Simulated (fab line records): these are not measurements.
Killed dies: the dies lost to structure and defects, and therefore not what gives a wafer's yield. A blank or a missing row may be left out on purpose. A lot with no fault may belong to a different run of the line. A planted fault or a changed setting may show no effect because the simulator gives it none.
fab line records :: flow nand_harc
[record]
  lots = 12
  wafers = 36
  last_day = 24
route steps=1159 shown P_M0@277 P_M1@306
lots that met no fault: taken from a fault-free run of the same line
start_h: hours from the record's first day to the start of the lot's first wafer shown :: wait_h: hours from the lot's prior step to this one :: " identical to the entry in the row above :: L1.1+2: a single row standing in for several wafers :: - no value, or no start was given :: * or withheld: withheld :: < > ~ a bound
route shown NAME@n: names a module that has steps shown in the file, with the first one's number in the route :: usual: mean/standard deviation of fault-free wafers :: same: alike in all rows :: chamber/n: place in a boat :: sites: each site's reading :: _std_site: the values' standard deviation :: _edge_site: the outer-site mean with the inner-site mean subtracted :: radius_mm: how far each site lies from the wafer's centre :: mask NAME#n: copy n :: behind: the last tool/chamber to shape the wafer :: hold: why the lot was held/for how many hours/how that ended :: device: the n, p or np transistor that did not switch :: end of line: the same wafers' tests at the end of the route :: where a step has no rows: the recipe by itself :: killed: dies lost to structure and defects at the first sort, not the wafer's yield :: map: dies across one wafer; x = killed, . = not, _ = none there
set.NAME: the setting the step ran with; set.NAME@STEP: the setting that earlier step ran with :: model.NAME: the simulator's own value behind a step, which no gauge read
a sample of lots followed through the steps of the route, with each step as a table and each wafer as a row
services: the hour from which a tool's chamber was out of use, counted from the record's first day as start_h (under 0 if before that day), plus the number of hours and why
[[steps]]
[step NHARC_P_M0_ANNEAL_30]
[recipe]
  temp_c = 225
  time_s = 90
[usual]
  wafer_temp_C_max = 226.3/0.31
lot.wafer: L871.2
tool: rtp_anneal-02
chamber: 0
start_h: 141.60
wait_h: 0.4
wafer_temp_C_max: 226.0

lot.wafer: L871.4
tool: rtp_anneal-02
chamber: 0
start_h: 141.60
wait_h: 0.4
wafer_temp_C_max: 226.3

lot.wafer: L871.5
tool: rtp_anneal-02
chamber: 0
start_h: 141.60
wait_h: 0.4
wafer_temp_C_max: 226.7

lot.wafer: L872.4
tool: rtp_anneal-01
chamber: 0
start_h: 151.74
wait_h: -
wafer_temp_C_max: 226.1

lot.wafer: L872.5
tool: rtp_anneal-01
chamber: 0
start_h: 151.74
wait_h: -
wafer_temp_C_max: 226.2

lot.wafer: L872.6
tool: rtp_anneal-01
chamber: 0
start_h: 151.74
wait_h: -
wafer_temp_C_max: 226.2

lot.wafer: L879.3
tool: rtp_anneal-01
chamber: 0
start_h: 194.98
wait_h: 0.3
wafer_temp_C_max: 225.8

lot.wafer: L879.4
tool: rtp_anneal-01
chamber: 0
start_h: 194.98
wait_h: 0.3
wafer_temp_C_max: 226.2

lot.wafer: L879.5
tool: rtp_anneal-01
chamber: 0
start_h: 194.98
wait_h: 0.3
wafer_temp_C_max: 226.8

lot.wafer: L880.1
tool: rtp_anneal-01
chamber: 0
start_h: 195.89
wait_h: -
wafer_temp_C_max: 226.1

lot.wafer: L880.2
tool: rtp_anneal-01
chamber: 0
start_h: 195.89
wait_h: -
wafer_temp_C_max: 226.3

lot.wafer: L880.6
tool: rtp_anneal-01
chamber: 0
start_h: 195.89
wait_h: -
wafer_temp_C_max: 226.2

lot.wafer: L881.1
tool: rtp_anneal-02
chamber: 0
start_h: 213.13
wait_h: -
wafer_temp_C_max: 226.2

lot.wafer: L881.5
tool: rtp_anneal-02
chamber: 0
start_h: 213.13
wait_h: -
wafer_temp_C_max: 226.4

lot.wafer: L881.6
tool: rtp_anneal-02
chamber: 0
start_h: 213.13
wait_h: -
wafer_temp_C_max: 226.4

lot.wafer: L882.1
tool: rtp_anneal-01
chamber: 0
start_h: 213.61
wait_h: 0.3
wafer_temp_C_max: 226.4

lot.wafer: L882.4
tool: rtp_anneal-01
chamber: 0
start_h: 213.61
wait_h: 0.3
wafer_temp_C_max: 226.8

lot.wafer: L882.5
tool: rtp_anneal-01
chamber: 0
start_h: 213.61
wait_h: 0.3
wafer_temp_C_max: 226.7

lot.wafer: L883.1
tool: rtp_anneal-02
chamber: 0
start_h: 215.66
wait_h: -
wafer_temp_C_max: 225.8

lot.wafer: L883.5
tool: rtp_anneal-02
chamber: 0
start_h: 215.66
wait_h: -
wafer_temp_C_max: 226.2

lot.wafer: L883.6
tool: rtp_anneal-02
chamber: 0
start_h: 215.66
wait_h: -
wafer_temp_C_max: 226.8

lot.wafer: L884.1
tool: rtp_anneal-02
chamber: 0
start_h: 222.02
wait_h: -
wafer_temp_C_max: 226.1

lot.wafer: L884.4
tool: rtp_anneal-02
chamber: 0
start_h: 222.02
wait_h: -
wafer_temp_C_max: 226.5

lot.wafer: L884.5
tool: rtp_anneal-02
chamber: 0
start_h: 222.02
wait_h: -
wafer_temp_C_max: 226.3

lot.wafer: L887.2
tool: rtp_anneal-01
chamber: 0
start_h: 238.00
wait_h: 0.4
wafer_temp_C_max: 225.9

lot.wafer: L887.4
tool: rtp_anneal-01
chamber: 0
start_h: 238.00
wait_h: 0.4
wafer_temp_C_max: 226.2

lot.wafer: L887.5
tool: rtp_anneal-01
chamber: 0
start_h: 238.00
wait_h: 0.4
wafer_temp_C_max: 226.9

lot.wafer: L888.1
tool: rtp_anneal-01
chamber: 0
start_h: 243.55
wait_h: 0.3
wafer_temp_C_max: 226.6

lot.wafer: L888.4
tool: rtp_anneal-01
chamber: 0
start_h: 243.55
wait_h: 0.3
wafer_temp_C_max: 226.1

lot.wafer: L888.5
tool: rtp_anneal-01
chamber: 0
start_h: 243.55
wait_h: 0.3
wafer_temp_C_max: 226.3

lot.wafer: L890.1
tool: rtp_anneal-01
chamber: 0
start_h: 247.86
wait_h: 0.3
wafer_temp_C_max: 227.0

lot.wafer: L890.2
tool: rtp_anneal-01
chamber: 0
start_h: 247.86
wait_h: 0.3
wafer_temp_C_max: 226.8

lot.wafer: L890.3
tool: rtp_anneal-01
chamber: 0
start_h: 247.86
wait_h: 0.3
wafer_temp_C_max: 226.1

lot.wafer: L889.2
tool: rtp_anneal-01
chamber: 0
start_h: 248.30
wait_h: -
wafer_temp_C_max: 226.9

lot.wafer: L889.4
tool: rtp_anneal-01
chamber: 0
start_h: 248.30
wait_h: -
wafer_temp_C_max: 226.8

lot.wafer: L889.5
tool: rtp_anneal-01
chamber: 0
start_h: 248.30
wait_h: -
wafer_temp_C_max: 226.5
[step NHARC_P_M1_PRE_CLEAN_30]
[recipe]
  time_s = 30
  temp_c = 280
  gas = H2/He
[usual]
  heater_power_w = 423/45
lot.wafer: L871.2
tool: pvd_sputter-02
chamber: -
start_h: -
wait_h: -
heater_power_w: 389

lot.wafer: L871.4
tool: pvd_sputter-02
chamber: -
start_h: -
wait_h: -
heater_power_w: 449

lot.wafer: L871.5
tool: pvd_sputter-02
chamber: -
start_h: -
wait_h: -
heater_power_w: 382

lot.wafer: L872.4
tool: pvd_sputter-01
chamber: -
start_h: -
wait_h: -
heater_power_w: 363

lot.wafer: L872.5
tool: pvd_sputter-01
chamber: -
start_h: -
wait_h: -
heater_power_w: 365

lot.wafer: L872.6
tool: pvd_sputter-01
chamber: -
start_h: -
wait_h: -
heater_power_w: 365

lot.wafer: L879.4
tool: pvd_sputter-02
chamber: -
start_h: -
wait_h: -
heater_power_w: 429

lot.wafer: L879.3
tool: pvd_sputter-02
chamber: -
start_h: -
wait_h: -
heater_power_w: 379

lot.wafer: L879.5
tool: pvd_sputter-02
chamber: -
start_h: -
wait_h: -
heater_power_w: 431

lot.wafer: L880.1
tool: pvd_sputter-01
chamber: -
start_h: -
wait_h: -
heater_power_w: 369

lot.wafer: L880.2
tool: pvd_sputter-01
chamber: -
start_h: -
wait_h: -
heater_power_w: 523

lot.wafer: L880.6
tool: pvd_sputter-01
chamber: -
start_h: -
wait_h: -
heater_power_w: 375

lot.wafer: L881.1
tool: pvd_sputter-01
chamber: -
start_h: -
wait_h: -
heater_power_w: 438

lot.wafer: L881.5
tool: pvd_sputter-01
chamber: -
start_h: -
wait_h: -
heater_power_w: 355

lot.wafer: L881.6
tool: pvd_sputter-01
chamber: -
start_h: -
wait_h: -
heater_power_w: 517

lot.wafer: L882.1
tool: pvd_sputter-03
chamber: -
start_h: -
wait_h: -
heater_power_w: 377

lot.wafer: L882.4
tool: pvd_sputter-03
chamber: -
start_h: -
wait_h: -
heater_power_w: 445

lot.wafer: L882.5
tool: pvd_sputter-03
chamber: -
start_h: -
wait_h: -
heater_power_w: 396

lot.wafer: L883.1
tool: pvd_sputter-01
chamber: -
start_h: -
wait_h: -
heater_power_w: 440

lot.wafer: L883.6
tool: pvd_sputter-01
chamber: -
start_h: -
wait_h: -
heater_power_w: 525

lot.wafer: L883.5
tool: pvd_sputter-01
chamber: -
start_h: -
wait_h: -
heater_power_w: 446

lot.wafer: L884.4
tool: pvd_sputter-02
chamber: -
start_h: -
wait_h: -
heater_power_w: 453

lot.wafer: L884.1
tool: pvd_sputter-02
chamber: -
start_h: -
wait_h: -
heater_power_w: 417

lot.wafer: L884.5
tool: pvd_sputter-02
chamber: -
start_h: -
wait_h: -
heater_power_w: 445

lot.wafer: L887.4
tool: pvd_sputter-02
chamber: -
start_h: -
wait_h: -
heater_power_w: 467

lot.wafer: L887.2
tool: pvd_sputter-02
chamber: -
start_h: -
wait_h: -
heater_power_w: 454

lot.wafer: L887.5
tool: pvd_sputter-02
chamber: -
start_h: -
wait_h: -
heater_power_w: 451

lot.wafer: L888.4
tool: pvd_sputter-01
chamber: -
start_h: -
wait_h: -
heater_power_w: 370

lot.wafer: L888.1
tool: pvd_sputter-01
chamber: -
start_h: -
wait_h: -
heater_power_w: 439

lot.wafer: L888.5
tool: pvd_sputter-01
chamber: -
start_h: -
wait_h: -
heater_power_w: 371

lot.wafer: L890.2
tool: pvd_sputter-01
chamber: -
start_h: -
wait_h: -
heater_power_w: 434

lot.wafer: L890.3
tool: pvd_sputter-01
chamber: -
start_h: -
wait_h: -
heater_power_w: 365

lot.wafer: L890.1
tool: pvd_sputter-01
chamber: -
start_h: -
wait_h: -
heater_power_w: 518

lot.wafer: L889.2
tool: pvd_sputter-02
chamber: -
start_h: -
wait_h: -
heater_power_w: 447

lot.wafer: L889.4
tool: pvd_sputter-02
chamber: -
start_h: -
wait_h: -
heater_power_w: 422

lot.wafer: L889.5
tool: pvd_sputter-02
chamber: -
start_h: -
wait_h: -
heater_power_w: 453
[step NHARC_P_M1_ECD_22]
[recipe]
  target_thk_a = 4000
  bath_temp_c = 25
  material = Cu
lot.wafer: L871.2+4+5
tool: ecd_cu-01
chamber: 0
start_h: 145.56
wait_h: -

lot.wafer: L872.4+5+6
tool: ecd_cu-02
chamber: 0,1,0
start_h: 155.52
wait_h: -

lot.wafer: L879.3+4+5
tool: ecd_cu-02
chamber: 0,1,0
start_h: 198.78
wait_h: -

lot.wafer: L880.1+2+6
tool: ecd_cu-02
chamber: 1,0,1
start_h: 199.65
wait_h: -

lot.wafer: L881.1+6+5
tool: ecd_cu-02
chamber: 0,0,1
start_h: 217.12
wait_h: -

lot.wafer: L882.1+4+5
tool: ecd_cu-01
chamber: 0,1,1
start_h: 217.26
wait_h: -

lot.wafer: L883.1+6+5
tool: ecd_cu-02
chamber: 1,1,0
start_h: 219.60
wait_h: -

lot.wafer: L884.1+4+5
tool: ecd_cu-01
chamber: 0,1,0
start_h: 226.01
wait_h: -

lot.wafer: L887.2+4+5
tool: ecd_cu-02
chamber: 1,0,0
start_h: 241.84
wait_h: -

lot.wafer: L888.1+4+5
tool: ecd_cu-02
chamber: 0
start_h: 247.62
wait_h: -

lot.wafer: L890.1+2+3
tool: ecd_cu-01
chamber: 0,1,0
start_h: 251.96
wait_h: -

lot.wafer: L889.2+4+5
tool: ecd_cu-01
chamber: 0,0,1
start_h: 252.47
wait_h: -
[step NHARC_P_M1_CMP_23]
[recipe]
  t_overpolish_s = 20
  target_thk_nm = 157.82
[usual]
  motor_current_A = 12.2/0.91
  time_to_endpoint_s = 27.9/2.5
lot.wafer: L871.4
tool: cmp-01
chamber: 3
start_h: 146.22
wait_h: -
motor_current_A: 12.6
time_to_endpoint_s: 28.9

lot.wafer: L871.2
tool: cmp-01
chamber: 0
start_h: 146.22
wait_h: -
motor_current_A: 12.7
time_to_endpoint_s: 20.1

lot.wafer: L871.5
tool: cmp-01
chamber: 0
start_h: 146.22
wait_h: -
motor_current_A: 14.0
time_to_endpoint_s: 30.8

lot.wafer: L872.4
tool: cmp-01
chamber: 3
start_h: 156.10
wait_h: -
motor_current_A: 13.5
time_to_endpoint_s: 27.0

lot.wafer: L872.6
tool: cmp-01
chamber: 3
start_h: 156.10
wait_h: -
motor_current_A: 11.9
time_to_endpoint_s: 26.8

lot.wafer: L872.5
tool: cmp-01
chamber: 0
start_h: 156.10
wait_h: -
motor_current_A: 13.6
time_to_endpoint_s: 30.8

lot.wafer: L879.4
tool: cmp-03
chamber: 1
start_h: 199.41
wait_h: -
motor_current_A: 14.1
time_to_endpoint_s: 30.4

lot.wafer: L879.3
tool: cmp-03
chamber: 3
start_h: 199.41
wait_h: -
motor_current_A: 11.1
time_to_endpoint_s: 30.4

lot.wafer: L879.5
tool: cmp-03
chamber: 1
start_h: 199.41
wait_h: -
motor_current_A: 14.3
time_to_endpoint_s: 31.5

lot.wafer: L880.1
tool: cmp-01
chamber: 3
start_h: 200.43
wait_h: -
motor_current_A: 12.0
time_to_endpoint_s: 27.1

lot.wafer: L880.2
tool: cmp-01
chamber: 1
start_h: 200.43
wait_h: -
motor_current_A: 12.9
time_to_endpoint_s: 27.4

lot.wafer: L880.6
tool: cmp-01
chamber: 2
start_h: 200.43
wait_h: -
motor_current_A: 11.2
time_to_endpoint_s: 28.0

lot.wafer: L881.1
tool: cmp-01
chamber: 2
start_h: 217.86
wait_h: -
motor_current_A: 11.4
time_to_endpoint_s: 29.2

lot.wafer: L881.6
tool: cmp-01
chamber: 2
start_h: 217.86
wait_h: -
motor_current_A: 12.2
time_to_endpoint_s: 29.5

lot.wafer: L881.5
tool: cmp-01
chamber: 3
start_h: 217.86
wait_h: -
motor_current_A: 12.1
time_to_endpoint_s: 24.4

lot.wafer: L882.4
tool: cmp-02
chamber: 0
start_h: 218.01
wait_h: -
motor_current_A: 12.1
time_to_endpoint_s: 26.7

lot.wafer: L882.1
tool: cmp-02
chamber: 2
start_h: 218.01
wait_h: -
motor_current_A: 11.3
time_to_endpoint_s: 30.6

lot.wafer: L882.5
tool: cmp-02
chamber: 0
start_h: 218.01
wait_h: -
motor_current_A: 12.1
time_to_endpoint_s: 27.1

lot.wafer: L883.1
tool: cmp-01
chamber: 3
start_h: 220.38
wait_h: -
motor_current_A: 12.1
time_to_endpoint_s: 27.8

lot.wafer: L883.6
tool: cmp-01
chamber: 1
start_h: 220.38
wait_h: -
motor_current_A: 12.7
time_to_endpoint_s: 28.8

lot.wafer: L883.5
tool: cmp-01
chamber: 2
start_h: 220.38
wait_h: -
motor_current_A: 11.8
time_to_endpoint_s: 31.8

lot.wafer: L884.1
tool: cmp-01
chamber: 0
start_h: 226.74
wait_h: -
motor_current_A: 13.5
time_to_endpoint_s: 30.1

lot.wafer: L884.4
tool: cmp-01
chamber: 2
start_h: 226.74
wait_h: -
motor_current_A: 12.2
time_to_endpoint_s: 28.7

lot.wafer: L884.5
tool: cmp-01
chamber: 1
start_h: 226.74
wait_h: -
motor_current_A: 12.6
time_to_endpoint_s: 25.4

lot.wafer: L887.2
tool: cmp-02
chamber: 1
start_h: 242.66
wait_h: -
motor_current_A: 11.6
time_to_endpoint_s: 28.2

lot.wafer: L887.4
tool: cmp-02
chamber: 0
start_h: 242.66
wait_h: -
motor_current_A: 11.7
time_to_endpoint_s: 25.7

lot.wafer: L887.5
tool: cmp-02
chamber: 2
start_h: 242.66
wait_h: -
motor_current_A: 11.4
time_to_endpoint_s: 29.1

lot.wafer: L888.4
tool: cmp-02
chamber: 3
start_h: 248.29
wait_h: -
motor_current_A: 13.1
time_to_endpoint_s: 22.9

lot.wafer: L888.1
tool: cmp-02
chamber: 1
start_h: 248.29
wait_h: -
motor_current_A: 11.0
time_to_endpoint_s: 26.7

lot.wafer: L888.5
tool: cmp-02
chamber: 3
start_h: 248.29
wait_h: -
motor_current_A: 12.5
time_to_endpoint_s: 24.3

lot.wafer: L890.1
tool: cmp-02
chamber: 3
start_h: 252.68
wait_h: -
motor_current_A: 12.6
time_to_endpoint_s: 25.2

lot.wafer: L890.3
tool: cmp-02
chamber: 0
start_h: 252.68
wait_h: -
motor_current_A: 11.6
time_to_endpoint_s: 27.3

lot.wafer: L890.2
tool: cmp-02
chamber: 2
start_h: 252.68
wait_h: -
motor_current_A: 10.9
time_to_endpoint_s: 30.2

lot.wafer: L889.4
tool: cmp-01
chamber: 1
start_h: 253.46
wait_h: -
motor_current_A: 12.2
time_to_endpoint_s: 26.7

lot.wafer: L889.2
tool: cmp-01
chamber: 3
start_h: 253.46
wait_h: -
motor_current_A: 12.3
time_to_endpoint_s: 25.5

lot.wafer: L889.5
tool: cmp-01
chamber: 0
start_h: 253.46
wait_h: -
motor_current_A: 13.5
time_to_endpoint_s: 26.7
[step NHARC_P_M1_THK_MEAS_24]
[recipe]
  thk_meas_gauge = xrf
[usual]
  thk_nm = 157.2/1.6
lot.wafer: L871.2
tool: film_metro-01
chamber: -
start_h: 146.54
wait_h: -
thk_nm: 158.4

lot.wafer: L871.4
tool: film_metro-01
chamber: -
start_h: 146.54
wait_h: -
thk_nm: 156.9

lot.wafer: L871.5
tool: film_metro-01
chamber: -
start_h: 146.54
wait_h: -
thk_nm: 161.7

lot.wafer: L872.4
tool: film_metro-01
chamber: -
start_h: 156.42
wait_h: -
thk_nm: 159.4

lot.wafer: L872.5
tool: film_metro-01
chamber: -
start_h: 156.42
wait_h: -
thk_nm: 157.4

lot.wafer: L872.6
tool: film_metro-01
chamber: -
start_h: 156.42
wait_h: -
thk_nm: 157.1

lot.wafer: L879.3
tool: film_metro-01
chamber: -
start_h: 199.72
wait_h: -
thk_nm: 157.0

lot.wafer: L879.4
tool: film_metro-01
chamber: -
start_h: 199.72
wait_h: -
thk_nm: 160.5

lot.wafer: L879.5
tool: film_metro-01
chamber: -
start_h: 199.72
wait_h: -
thk_nm: 156.9

lot.wafer: L880.1
tool: film_metro-01
chamber: -
start_h: 200.73
wait_h: -
thk_nm: 157.0

lot.wafer: L880.2
tool: film_metro-01
chamber: -
start_h: 200.73
wait_h: -
thk_nm: 158.2

lot.wafer: L880.6
tool: film_metro-01
chamber: -
start_h: 200.73
wait_h: -
thk_nm: 160.1

lot.wafer: L881.1
tool: film_metro-02
chamber: -
start_h: 218.17
wait_h: -
thk_nm: 155.4

lot.wafer: L881.5
tool: film_metro-02
chamber: -
start_h: 218.17
wait_h: -
thk_nm: 155.9

lot.wafer: L881.6
tool: film_metro-02
chamber: -
start_h: 218.17
wait_h: -
thk_nm: 156.7

lot.wafer: L882.1
tool: film_metro-01
chamber: -
start_h: 218.32
wait_h: -
thk_nm: 158.3

lot.wafer: L882.4
tool: film_metro-01
chamber: -
start_h: 218.32
wait_h: -
thk_nm: 156.7

lot.wafer: L882.5
tool: film_metro-01
chamber: -
start_h: 218.32
wait_h: -
thk_nm: 155.6

lot.wafer: L883.1
tool: film_metro-02
chamber: -
start_h: 220.63
wait_h: -
thk_nm: 156.9

lot.wafer: L883.5
tool: film_metro-02
chamber: -
start_h: 220.63
wait_h: -
thk_nm: 160.4

lot.wafer: L883.6
tool: film_metro-02
chamber: -
start_h: 220.63
wait_h: -
thk_nm: 158.7

lot.wafer: L884.1
tool: film_metro-01
chamber: -
start_h: 227.05
wait_h: -
thk_nm: 160.7

lot.wafer: L884.4
tool: film_metro-01
chamber: -
start_h: 227.05
wait_h: -
thk_nm: 157.5

lot.wafer: L884.5
tool: film_metro-01
chamber: -
start_h: 227.05
wait_h: -
thk_nm: 157.6

lot.wafer: L887.2
tool: film_metro-02
chamber: -
start_h: 242.98
wait_h: -
thk_nm: 158.9

lot.wafer: L887.4
tool: film_metro-02
chamber: -
start_h: 242.98
wait_h: -
thk_nm: 157.9

lot.wafer: L887.5
tool: film_metro-02
chamber: -
start_h: 242.98
wait_h: -
thk_nm: 158.0

lot.wafer: L888.1
tool: film_metro-02
chamber: -
start_h: 248.61
wait_h: -
thk_nm: 154.5

lot.wafer: L888.4
tool: film_metro-02
chamber: -
start_h: 248.61
wait_h: -
thk_nm: 154.0

lot.wafer: L888.5
tool: film_metro-02
chamber: -
start_h: 248.61
wait_h: -
thk_nm: 156.1

lot.wafer: L890.1
tool: film_metro-01
chamber: -
start_h: 253.00
wait_h: -
thk_nm: 154.2

lot.wafer: L890.2
tool: film_metro-01
chamber: -
start_h: 253.00
wait_h: -
thk_nm: 157.5

lot.wafer: L890.3
tool: film_metro-01
chamber: -
start_h: 253.00
wait_h: -
thk_nm: 157.3

lot.wafer: L889.2
tool: film_metro-01
chamber: -
start_h: 253.75
wait_h: -
thk_nm: 157.8

lot.wafer: L889.4
tool: film_metro-01
chamber: -
start_h: 253.75
wait_h: -
thk_nm: 156.0

lot.wafer: L889.5
tool: film_metro-01
chamber: -
start_h: 253.75
wait_h: -
thk_nm: 158.9
[[services]]
tool: pvd_sputter-01
chamber: -
start_h: 118.62
hours: 0.6
kind: repair

tool: cmp-02
chamber: -
start_h: 120.28
hours: 1.0
kind: repair

tool: cmp-02
chamber: -
start_h: 128.54
hours: 4.0
kind: pm

tool: cmp-02
chamber: -
start_h: 132.54
hours: -
kind: consumable_replace:conditioner

tool: cmp-02
chamber: -
start_h: 132.54
hours: -
kind: consumable_replace:pad

tool: cmp-03
chamber: -
start_h: 156.02
hours: 4.0
kind: pm

tool: cmp-02
chamber: -
start_h: 156.95
hours: 1.9
kind: repair

tool: pvd_sputter-01
chamber: -
start_h: 158.00
hours: 10.0
kind: pm

tool: cmp-03
chamber: -
start_h: 160.02
hours: -
kind: consumable_replace:conditioner

tool: cmp-03
chamber: -
start_h: 160.02
hours: -
kind: consumable_replace:pad

tool: cmp-02
chamber: -
start_h: 163.55
hours: 1.6
kind: repair

tool: cmp-03
chamber: -
start_h: 172.69
hours: 1.2
kind: repair

tool: ecd_cu-02
chamber: -
start_h: 180.00
hours: 8.0
kind: pm

tool: pvd_sputter-02
chamber: -
start_h: 188.30
hours: 6.9
kind: repair

tool: cmp-01
chamber: -
start_h: 189.85
hours: 4.0
kind: pm

tool: cmp-01
chamber: -
start_h: 193.85
hours: -
kind: consumable_replace:conditioner

tool: cmp-01
chamber: -
start_h: 193.85
hours: -
kind: consumable_replace:pad

tool: pvd_sputter-02
chamber: -
start_h: 215.37
hours: 10.0
kind: pm

tool: cmp-03
chamber: -
start_h: 225.62
hours: 0.4
kind: repair

tool: cmp-02
chamber: -
start_h: 226.54
hours: 4.0
kind: pm

tool: cmp-02
chamber: -
start_h: 230.54
hours: -
kind: consumable_replace:conditioner

tool: cmp-02
chamber: -
start_h: 230.54
hours: -
kind: consumable_replace:pad
[[key]]
[first_sign]
  step = NHARC_P_M1_CMP_23
  reading = time_to_endpoint_s
  direction = down
  sigmas = 3.1
  usual = *
  struck = *
effect none on later readings
met_at NHARC_P_M1_ECD_22
struck_lots L871
struck_wafers L871.2
not_acting_at NHARC_P_M0_ANNEAL_30,NHARC_P_M1_PRE_CLEAN_30,NHARC_P_M1_THK_MEAS_24
[fault]
  kind = process_parameter_drift
  tool = ecd_cu-01
  chamber = -
  onset_h = 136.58
  steps = NHARC_P_M1_ECD_22
  channel = target_thk_a
  offset = *
  shape = step
  end_h = 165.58
  scope = struck_wafers_only
  acts_in = *
  stated = *
